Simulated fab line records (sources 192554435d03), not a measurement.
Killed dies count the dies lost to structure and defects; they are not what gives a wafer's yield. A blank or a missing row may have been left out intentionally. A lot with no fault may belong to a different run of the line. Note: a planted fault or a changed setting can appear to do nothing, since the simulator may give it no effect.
Which tool did it? | flow n5-finfet | 11 lots, 32 wafers sampled, at 4 steps of a route of 1938

== WHAT EACH GAUGE READ, for each wafer ==
N5_BEOL_M10_THK_MEAS_01.
lot  | measured     | on            | M10_ILD_THK (nm)
L988 | day 10 03:21 | film-metro-01 | 268 268 269
L989 | day 11 13:34 | film-metro-02 | 265 269 267
L991 | day 11 22:44 | film-metro-01 | 268 273 271
L997 | day 12 11:06 | film-metro-01 | 265 267 269
L993 | day 12 19:03 | film-metro-01 | 259 264
L100 | day 14 06:49 | film-metro-02 | 265 266 269
L104 | day 14 12:35 | film-metro-01 | 271 275 273
L105 | day 15 10:25 | film-metro-01 | 263 269 267
L106 | day 15 12:10 | film-metro-01 | 260 267 269
L108 | day 15 22:38 | film-metro-02 | 268 270 271
L109 | day 15 22:22 | film-metro-02 | 266 270 272

== WHICH TOOL RAN EACH LOT (tool, then ch and the chambers of the sampled wafers, then the start) ==
lot  | N5_BEOL_M9_ETCH_41                            | N5_BEOL_M9_ALD_74                   | N5_BEOL_M9_CMP_52
L988 | rie-diel-04 ch 0,1,2, day 9 23:37 or earlier  | ald-metal-02 ch 0,1,3, day 9 23:37  | cmp-01 ch 1,2, day 10 01:45
L989 | rie-diel-05 ch 0,1,2, day 11 11:09 or earlier | ald-metal-03 ch 0,2,3, day 11 11:09 | cmp-01 ch 0,3, day 11 12:28
L991 | rie-diel-04 ch 2,3, day 11 19:59 or earlier   | ald-metal-03 ch 0,1,3, day 11 19:59 | cmp-01 ch 0,3, day 11 21:13
L997 | rie-diel-05 ch 0,1,3, day 12 08:50 or earlier | ald-metal-02 ch 1,2,3, day 12 08:50 | cmp-01 ch 1,3, day 12 10:01
L993 | rie-diel-05 ch 2,3, day 12 16:47 or earlier   | ald-metal-02 ch 2,3, day 12 16:47   | cmp-01 ch 1,3, day 12 17:58
L100 | rie-diel-02 ch 2,3, day 14 03:08 or earlier   | ald-metal-02 ch 0,1,3, day 14 03:08 | cmp-03 ch 0,1,3, day 14 05:44
L104 | rie-diel-05 ch 0,2, day 14 08:55 or earlier   | ald-metal-02 ch 0,2,3, day 14 08:55 | cmp-03 ch 0,2, day 14 11:19
L105 | rie-diel-05 ch 1,2, day 15 08:18 or earlier   | ald-metal-02 ch 0,2,3, day 15 08:18 | cmp-02 ch 0,3, day 15 09:20
L106 | rie-diel-05 ch 0,1,2, day 15 08:53 or earlier | ald-metal-03 ch 1, day 15 08:53     | cmp-01 ch 0,2,3, day 15 11:10
L108 | rie-diel-02 ch 0,3, day 15 19:37 or earlier   | ald-metal-02 ch 0,1,2, day 15 19:37 | cmp-01 ch 0,3, day 15 21:06
L109 | rie-diel-05 ch 2,3, day 15 19:41 or earlier   | ald-metal-01 ch 1,2, day 15 19:41   | cmp-02 ch 1,2, day 15 21:16
- N5_BEOL_M9_ETCH_41: etches SiCN in CH3F/O2, target depth 36.6 nm, time 70.1 s.
- N5_BEOL_M9_ALD_74: deposits TaN, target thk 2 nm, pulse time 2 s, purge time 3 s.
- N5_BEOL_M9_CMP_52: polishes, stops on SiCOH lowk, t overpolish 7 s, target thk 140 nm.

== THE ANSWER, worked out from the rows above alone ==
Rule: usual is defined by the lots themselves. The widest of any qualifying gaps counts: lots, ordered by their means at a reading, are off when they make up no more than a third of the lots, leave a main group of 4 or more, and stand apart from it by 3 or more times the standard deviation of that group's means. A main group whose means are all the same, to the digits that the tables above print for the reading, isn't used. Also off: a lot with no number at a reading for which 4 or more lots have one. The other lots that the step has rows for count as sound.
None of the lots is off at any reading shown; this tells nothing.

== WHAT HAD BEEN PUT IN BY THE SIMULATOR ==
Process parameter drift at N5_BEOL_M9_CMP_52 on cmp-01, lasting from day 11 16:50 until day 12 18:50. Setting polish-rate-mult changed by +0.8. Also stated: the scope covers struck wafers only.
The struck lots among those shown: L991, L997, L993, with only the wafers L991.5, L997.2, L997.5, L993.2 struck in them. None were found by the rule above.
